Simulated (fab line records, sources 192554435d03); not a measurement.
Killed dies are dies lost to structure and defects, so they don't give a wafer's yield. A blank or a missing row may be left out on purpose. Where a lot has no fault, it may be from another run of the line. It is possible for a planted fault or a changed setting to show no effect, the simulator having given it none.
fab line records	flow n5Finfet
record lots=9	wafers=24	lastDay=17
route steps=1938 shown ILD0@343 SDB@360 BEOL_M4@1111
lots that met no fault: taken from a fault-free run of the same line
startH: start of the lot's first displayed wafer, in hours after the record's first day	waitH: hours elapsed since this lot's preceding step	" identical to the entry in the row above	L1.1+2: one row covering several wafers at once	- value missing, or start not given	* or withheld: withheld	< > ~ a bound
route shown NAME@n: NAME is a module with steps in the file, n the number in the route of the first one	usual: mean/standard deviation taken from wafers without a fault	same: alike in all rows	chamber/n: place in a boat	sites: per-site readings	_std_site: standard deviation of those values	_edge_site: inner sites' mean taken away from outer sites' mean	radiusMm: for every site, how far away it sits from the centre of the wafer	mask NAME#n: copy n	behind: the most recent tool/chamber to have shaped the wafer	hold: reason for holding the lot/hours on hold/outcome of the hold	device: the n, p or np transistor that did not switch	end of line: the route-end tests of the same wafers	where a step has no rows: the recipe by itself	killed: not the wafer's yield, but the dies lost to structure and defects at the first sort	map: a wafer's dies, x killed, . not, _ none there
set.NAME: the run value of the setting; set.NAME@STEP: its run value at that earlier step	model.NAME: the simulator's own value behind a step, which no gauge read
a sample of lots followed through the steps of the route, with each step as a table and each wafer as a row
services: when a tool's chamber went out of use (startH, in hours from the record's first day, below 0 if earlier), for how many hours, and the reason
## steps
# step N5_ILD0_ALD_15
# recipe material=SiNx	targetThkA=240	tempC=400	aldPrecursorFamily=SiH2I2	aldCoReactant=N2/H2-plasma	pulseTimeS=1	aldCycles=480	purgeTimeS=2	coReactantPurgeTimeS=2	pressureTorr=2
# usual heaterPowerW=842/81	precursorPulseHeightRel=1.002/0.022
lot.wafer	tool	chamber	startH	waitH	heaterPowerW	precursorPulseHeightRel
L898.1	aldSin-03	1	62.01	0.7	761	0.994
L898.5	"	2	63.10	1.3	781	1.011
L898.6	"	1	"	"	752	1.044
L901.1	aldSin-02	1	79.93	0.6	659	1.023
L901.2	"	3	"	"	884	0.972
L901.6	"	1	81.02	1.1	640	1.017
L908.1	aldSin-01	1	123.76	0.6	806	1.020
L908.2	"	2	"	"	942	1.006
L908.4	"	0	"	"	888	0.962
L911.5	aldSin-02	2	141.80	1.2	844	0.971
L911.6	"	1	"	"	641	0.992
L913.4	aldSin-02	1	156.68	0.2	627	1.014
L913.6	"	0	157.76	1.1	894	1.001
L914.2	aldSin-01	3	158.19	0.5	839	1.020
L914.5	"	3	159.27	1.2	875	1.037
L919.2	aldSin-01	3	190.74	1.0	869	1.004
L919.3	"	0	"	"	870	1.003
L919.6	"	0	191.82	1.6	864	1.015
L920.1	aldSin-03	2	199.29	0.6	759	0.970
L920.3	"	1	"	"	732	0.996
L920.5	"	2	200.38	1.2	770	1.007
L921.3	aldSin-03	1	202.79	0.4	738	0.995
L921.4	"	0	"	"	882	1.021
L921.6	"	3	203.87	1.1	820	1.000
# step N5_SDB_ETCH_17
# recipe chemistry=CF4	target=SiARC	targetDepthA=234	maskMaterial=CAR-ArF	timeS=39	ionEnergyEv=80	pressureMtorr=40	sourceW=545	biasW=36	Ar_flow_sccm=100	cf4FlowSccm=100	ends=cleared
# usual drypumpMotorCurrentA=5.5/0.43	etchRfOnTimeS=38.8/0.62	oesProductAu=0.68/0.075	rfFwdPowerW=533.6/2.1	rfVppV=184.1/1.1	showerheadPlenumPTorr=2.14/0.058	throttleValvePct=15.73/0.2
lot.wafer	tool	chamber	startH	waitH	drypumpMotorCurrentA	etchRfOnTimeS	oesProductAu	rfFwdPowerW	rfHoursCounterH	rfVppV	showerheadPlenumPTorr	throttleValvePct
L898.1	rieDiel-02	3	65.75	0.0	4.9	39.2	0.66	533.4	117	184.0	2.16	15.57
L898.5	"	3	"	"	4.9	38.8	0.67	533.8	-	184.9	2.16	15.58
L898.6	"	2	"	"	5.0	38.6	0.65	534.7	-	183.8	2.06	15.85
L901.1	rieDiel-02	3	83.06	0.0	4.9	39.2	0.66	530.4	124	183.7	2.16	15.58
L901.2	"	2	"	"	5.0	38.9	0.64	533.8	144	183.6	2.06	15.87
L901.6	"	1	"	"	5.4	39.7	0.57	533.9	-	182.4	2.11	15.80
L908.1	rieDiel-02	0	126.89	0.0	5.6	39.4	0.66	536.9	159	185.1	2.14	15.88
L908.2	"	3	"	"	4.9	39.2	0.65	530.9	142	184.5	2.15	15.64
L908.4	"	2	"	"	5.0	39.2	0.63	532.1	-	182.1	2.05	15.91
L911.5	rieDiel-02	2	143.87	0.0	5.0	25.3	0.81	530.9	-	183.0	2.05	15.91
L911.6	"	3	"	"	4.9	38.9	0.63	531.6	-	184.9	2.15	15.65
L913.4	rieDiel-02	2	159.88	0.0	5.0	25.6	0.80	529.7	173	183.8	2.05	15.93
L913.6	"	3	"	"	4.9	38.9	0.64	532.9	-	184.8	2.15	15.64
L914.2	rieDiel-02	3	161.20	0.0	4.9	39.3	0.63	532.6	154	183.9	2.15	15.65
L914.5	"	3	"	"	4.9	25.6	0.83	532.8	-	183.7	2.15	15.65
L919.2	rieDiel-04	1	194.23	0.0	4.7	39.2	0.58	535.0	237	184.3	2.12	15.94
L919.3	"	0	"	"	5.5	38.3	0.76	535.7	40	186.1	2.18	15.67
L919.6	"	3	"	"	5.4	38.0	0.69	530.9	-	183.1	2.16	15.69
L920.1	rieDiel-01	2	202.42	0.0	5.6	38.0	0.77	535.4	35	185.7	2.26	15.16
L920.3	"	1	"	"	6.1	38.0	0.66	537.9	125	184.6	2.07	15.88
L920.5	"	2	"	"	5.6	38.4	0.77	535.6	-	184.6	2.26	15.16
L921.3	rieDiel-04	2	205.92	0.0	5.6	38.3	0.77	531.9	28	184.0	2.18	15.73
L921.4	"	1	"	"	4.7	39.0	0.59	533.3	240	184.5	2.12	15.93
L921.6	"	2	"	"	5.6	38.2	0.77	530.7	-	183.6	2.18	15.75
# step N5_SDB_ETCH_18
# recipe chemistry=N2/H2	target=SOC	targetDepthA=1000	overetchA=200	maskMaterial=SiARC	tempC=40	timeS=150	ionEnergyEv=200	pressureMtorr=30	sourceW=840	biasW=150	n2FlowSccm=200	h2FlowSccm=200
# usual drypumpMotorCurrentA=5.5/0.43	n2FlowSccm=200.1/0.56	oesProductAu=0.71/0.074	rfFwdPowerW=837.2/2.5	rfVppV=524.2/2.2	showerheadPlenumPTorr=2.54/0.076	throttleValvePct=17.92/0.21
lot.wafer	tool	chamber	startH	waitH	drypumpMotorCurrentA	n2FlowSccm	oesProductAu	rfFwdPowerW	rfHoursCounterH	rfVppV	showerheadPlenumPTorr	throttleValvePct
L898.1	rieDiel-02	3	65.78	0.0	4.9	199.9	0.70	839.6	117	524.5	2.56	17.84
L898.5	"	3	"	"	4.9	200.9	0.70	838.7	-	524.9	2.56	17.85
L898.6	"	2	"	"	5.0	201.1	0.67	836.3	-	522.0	2.44	18.07
L901.1	rieDiel-02	3	83.10	0.0	4.9	200.1	0.69	835.3	125	523.7	2.55	17.85
L901.2	"	2	"	"	5.0	199.4	0.67	841.2	144	522.1	2.44	18.09
L901.6	"	1	"	"	5.4	199.9	0.61	843.0	-	521.9	2.50	17.83
L908.1	rieDiel-02	0	126.93	0.0	5.6	200.6	0.68	834.6	159	525.0	2.53	17.96
L908.2	"	3	"	"	4.9	199.8	0.67	833.8	142	525.5	2.55	17.88
L908.4	"	2	"	"	5.0	199.2	0.66	836.6	-	521.3	2.43	18.10
L911.5	rieDiel-02	2	143.95	0.1	5.0	199.9	0.65	837.7	-	521.7	2.43	18.15
L911.6	"	3	"	"	4.9	199.7	0.68	832.5	-	523.6	2.55	17.89
L913.4	rieDiel-02	2	159.91	0.0	5.0	200.4	0.65	834.2	173	520.9	2.43	18.14
L913.6	"	3	"	"	4.9	200.0	0.66	839.2	-	523.8	2.54	17.90
L914.2	rieDiel-02	3	161.24	0.0	4.9	199.6	0.67	839.6	154	522.8	2.54	17.90
L914.5	"	3	"	"	4.9	200.7	0.66	839.2	-	523.0	2.54	17.90
L919.2	rieDiel-04	1	194.26	0.0	4.8	200.4	0.62	839.2	237	522.9	2.49	17.96
L919.3	"	0	"	"	5.5	200.1	0.79	832.9	40	524.6	2.59	17.91
L919.6	"	3	"	"	5.4	200.2	0.72	833.6	-	524.6	2.57	17.94
L920.1	rieDiel-01	2	202.46	0.0	5.6	199.7	0.80	839.0	35	530.0	2.70	17.32
L920.3	"	1	"	"	6.1	200.6	0.68	834.6	125	522.6	2.44	18.05
L920.5	"	2	"	"	5.6	201.0	0.80	837.6	-	528.5	2.70	17.34
L921.3	rieDiel-04	2	205.95	0.0	5.6	200.2	0.80	841.7	28	525.9	2.60	18.19
L921.4	"	1	"	"	4.7	200.4	0.61	840.2	240	522.5	2.49	17.94
L921.6	"	2	"	"	5.7	199.2	0.80	838.4	-	526.9	2.60	18.19
# step N5_SDB_HM_OPEN_20
# recipe chemistry=CH3F/O2	target=SiNx	maskMaterial=SOC	targetDepthA=240	stopOn=poly-Si	overEtchFrac=0.4	ionEnergyEv=120	pressureMtorr=30	sourceW=395	biasW=73	Ar_flow_sccm=150	CH3F_flow_sccm=30	O2_flow_sccm=20
# usual drypumpMotorCurrentA=5.5/0.43	oesProductAu=0.65/0.068	rfFwdPowerW=392.0/1.3	rfVppV=298/3.6	showerheadPlenumPTorr=2.00/0.057	throttleValvePct=16.46/0.2
lot.wafer	tool	chamber	startH	waitH	drypumpMotorCurrentA	oesProductAu	rfFwdPowerW	rfHoursCounterH	rfVppV	showerheadPlenumPTorr	throttleValvePct
L898.1	rieDiel-02	3	65.94	0.0	4.9	0.62	391.2	117	302	2.02	16.27
L898.5	"	3	"	"	4.9	0.63	392.7	-	301	2.02	16.32
L898.6	"	2	"	"	5.0	0.62	392.6	-	294	1.93	16.62
L901.1	rieDiel-02	3	83.25	0.0	4.9	0.62	393.6	125	302	2.01	16.33
L901.2	"	2	"	"	5.0	0.60	392.9	144	292	1.93	16.65
L901.6	"	1	"	"	5.3	0.56	392.8	-	301	1.97	16.51
L908.1	rieDiel-02	0	127.08	0.0	5.6	0.62	390.3	159	294	2.00	16.62
L908.2	"	3	"	"	4.9	0.61	391.6	142	302	2.01	16.34
L908.4	"	2	"	"	5.0	0.60	389.6	-	294	1.92	16.68
L911.5	rieDiel-02	2	144.07	0.0	5.0	0.59	392.5	-	295	1.92	16.69
L911.6	"	3	"	"	4.9	0.62	393.4	-	303	2.01	16.36
L913.4	rieDiel-02	2	160.07	0.0	5.0	0.60	391.2	173	293	1.92	16.71
L913.6	"	3	"	"	4.9	0.61	390.0	-	302	2.00	16.37
L914.2	rieDiel-02	3	161.40	0.0	4.9	0.60	391.4	154	302	2.00	16.35
L914.5	"	3	"	"	4.9	0.62	389.5	-	303	2.00	16.37
L919.2	rieDiel-04	1	194.42	0.0	4.8	0.56	391.5	237	296	1.97	16.61
L919.3	"	0	"	"	5.5	0.71	393.7	40	303	2.04	16.41
L919.6	"	3	"	"	5.4	0.67	394.0	-	294	2.02	16.42
L920.1	rieDiel-01	2	202.62	0.0	5.6	0.73	391.4	35	304	2.12	15.87
L920.3	"	1	"	"	6.1	0.62	391.6	125	295	1.93	16.58
L920.5	"	2	"	"	5.6	0.74	392.9	-	303	2.12	15.88
L921.3	rieDiel-04	2	206.11	0.0	5.7	0.72	391.2	28	295	2.03	16.45
L921.4	"	1	"	"	4.8	0.57	394.1	240	297	1.97	16.63
L921.6	"	2	"	"	5.7	0.74	392.1	-	295	2.03	16.46
# step N5_BEOL_M4_RC_MEAS_101
# usual DIBL_N=36.4/1.5	DIBL_P=36.4/1.6	IOFF_N=0.164/0.025	IOFF_P=0.214/0.028	ION_N=675/9.9	ION_P=463/6.5	SS_N=71.5/0.5	SS_P=73.3/0.56	VT_N=249.2/2.7	VT_P=-250.1/2.8
lot.wafer	tool	chamber	startH	waitH	DIBL_N[mV/V]	DIBL_P[mV/V]	IOFF_N[nA/um]	IOFF_P[nA/um]	ION_N[uA/um]	ION_P[uA/um]	SS_N[mV/dec]	SS_P[mV/dec]	VT_N[mV]	VT_P[mV]
L898.1	prober-02	0	164.19	0.0	36.5	35.4	0.134	0.171	664	453	71.2	73.7	250.4	-256.0
L898.5	"	0	"	"	37.0	36.7	0.155	0.186	688	458	70.7	73.7	248.1	-253.7
L898.6	"	0	"	"	37.2	36.3	0.149	0.185	660	451	70.8	73.2	251.0	-256.5
L901.1	prober-01	0	183.12	0.0	36.4	36.9	0.153	0.173	671	455	71.8	73.3	248.6	-253.4
L901.2	"	0	"	"	34.1	34.1	0.111	0.145	657	440	70.8	72.7	256.2	-257.7
L901.6	"	0	"	"	35.7	35.4	0.134	0.160	656	447	71.7	73.6	252.8	-254.4
L908.1	prober-01	0	219.04	0.0	36.6	35.7	0.166	0.235	669	464	70.9	73.8	247.2	-249.2
L908.2	"	0	"	"	36.8	35.6	0.178	0.235	674	465	71.5	73.2	247.5	-249.1
L908.4	"	0	"	"	37.5	36.3	0.184	0.242	681	456	72.0	73.2	246.3	-250.3
L911.5	prober-01	0	244.87	0.8	33.6	35.4	0.128	0.193	664	465	70.8	72.8	252.9	-250.6
L911.6	"	0	"	"	34.8	36.4	0.140	0.198	672	470	70.8	73.1	250.1	-249.8
L913.4	prober-02	0	265.40	0.5	35.3	34.4	0.144	0.180	672	458	71.2	72.3	252.8	-253.9
L913.6	"	0	"	"	36.4	35.1	0.163	0.200	685	472	71.6	72.8	251.1	-253.5
L914.2	prober-02	0	269.95	0.6	34.7	34.1	0.146	0.191	675	464	71.5	72.1	250.2	-250.9
L914.5	"	0	"	"	36.1	36.0	0.174	0.210	682	459	71.4	73.4	249.9	-251.5
L919.2	prober-02	0	291.64	0.2	35.1	34.9	0.159	0.175	681	458	71.7	73.1	250.2	-254.8
L919.3	"	0	"	"	34.7	34.4	0.146	0.169	674	457	71.1	73.1	249.3	-252.5
L919.6	"	0	"	"	35.5	35.5	0.157	0.187	667	455	71.8	72.9	249.2	-254.0
L921.3	prober-02	0	303.39	0.3	37.4	37.1	0.184	0.225	675	464	71.4	73.8	246.9	-250.5
L921.4	"	0	"	"	36.6	36.1	0.164	0.212	674	457	71.6	73.7	251.0	-251.4
L921.6	"	0	"	"	37.8	36.8	0.174	0.218	678	459	71.2	74.1	249.6	-249.9
L920.1	prober-02	0	304.01	0.7	35.5	35.8	0.140	0.200	660	457	71.3	72.4	250.5	-249.5
L920.3	"	0	"	"	36.0	36.8	0.158	0.221	670	465	72.0	73.2	249.4	-250.0
L920.5	"	0	"	"	36.3	36.5	0.155	0.216	665	464	71.7	72.3	251.5	-250.7
## services
tool	chamber	startH	hours	kind
rieDiel-02	1	60.43	7.0	repair
rieDiel-01	1	63.32	3.7	repair
rieDiel-04	0	66.23	-	clean
rieDiel-04	0	66.23	-	consumableReplace:esc
rieDiel-04	0	66.23	-	consumableReplace:focusRing
rieDiel-04	0	66.23	21.5	scheduledDown
rieDiel-04	0	66.23	21.5	ventCycle
aldSin-02	2	71.28	30.4	repair
aldSin-02	-	86.52	14.0	pm
rieDiel-01	2	95.82	-	clean
rieDiel-01	1	105.60	1.4	repair
rieDiel-04	2	110.93	-	clean
rieDiel-04	2	110.93	-	consumableReplace:focusRing
rieDiel-04	2	110.93	15.2	scheduledDown
rieDiel-04	2	110.93	15.2	ventCycle
rieDiel-02	1	119.95	-	clean
rieDiel-02	1	119.95	-	consumableReplace:focusRing
rieDiel-02	1	119.95	15.3	scheduledDown
rieDiel-02	1	119.95	15.3	ventCycle
rieDiel-04	1	120.61	9.8	repair
aldSin-03	3	172.68	20.5	repair
aldSin-03	-	178.11	14.0	pm
rieDiel-02	0	180.49	4.4	repair
aldSin-02	-	182.71	14.6	pm
## key
firstSign step=N5_SDB_ETCH_17	reading=etchRfOnTimeS	direction=down	sigmas=21	usual=*	struck=*
effect none on later readings
metAt N5_SDB_ETCH_17
struckLots L911,L913,L914
struckWafers L911.5,L913.4,L914.5
notActingAt N5_ILD0_ALD_15,N5_SDB_ETCH_18,N5_SDB_HM_OPEN_20
onsetBetween 126.89 143.87
fault kind=processParameterDrift	tool=rieDiel-02	chamber=-	onsetH=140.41	steps=N5_SDB_ETCH_17	channel=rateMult	offset=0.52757	shape=step	endH=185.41	scope=struckWafersOnly
